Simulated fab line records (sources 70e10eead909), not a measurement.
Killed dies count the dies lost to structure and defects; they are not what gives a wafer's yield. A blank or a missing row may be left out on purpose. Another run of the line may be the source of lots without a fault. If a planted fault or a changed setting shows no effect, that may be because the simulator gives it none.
Which of the tools did it? || flow nand_harc || route of 1302 steps, sampled at 1 step: 7 lots, 21 wafers

## WHAT EACH GAUGE READ, for each wafer
NHARC_A_ONON_D1_THK_MEAS_08: measures by ellipsometry.
{"lot": "L614", "measured": "day 8 11:13", "on": "film_metro-02", "thk_nm (nm)": "1011 1011 1009"}
{"lot": "L617", "measured": "day 9 10:29", "on": "film_metro-01", "thk_nm (nm)": "1009 1009 1009"}
{"lot": "L619", "measured": "day 10 02:26", "on": "film_metro-02", "thk_nm (nm)": "990 988 991"}
{"lot": "L624", "measured": "day 12 04:58", "on": "film_metro-01", "thk_nm (nm)": "999 999 998"}
{"lot": "L627", "measured": "day 13 22:52", "on": "film_metro-02", "thk_nm (nm)": "986 988 984"}
{"lot": "L632", "measured": "day 15 11:53", "on": "film_metro-02", "thk_nm (nm)": "990 989 989"}
{"lot": "L634", "measured": "day 16 14:47", "on": "film_metro-01", "thk_nm (nm)": "996 996 995"}

## EACH LOT AND THE TOOL THAT RAN IT (in order: tool; ch and the chambers of the sampled wafers; start)
There is no process step in the record ahead of these readings.

## THE ANSWER, worked out from the rows above alone
Rule: what is usual is taken from the lots themselves. The widest of any qualifying gaps counts: lots, ordered by their means at a reading, are off when they make up no more than a third of the lots, leave a main group of 4 or more, and stand apart from it by 3 or more times the standard deviation of that group's means. A main group whose means are all the same, to the digits that the tables above print for the reading, isn't used. A lot without any number at a reading at which 4 lots or more have one is off too. Where the step has rows for the other lots, those lots are counted as sound.
No lot is off at any reading shown: from this, nothing can be told.

## WHAT HAD BEEN PUT IN BY THE SIMULATOR
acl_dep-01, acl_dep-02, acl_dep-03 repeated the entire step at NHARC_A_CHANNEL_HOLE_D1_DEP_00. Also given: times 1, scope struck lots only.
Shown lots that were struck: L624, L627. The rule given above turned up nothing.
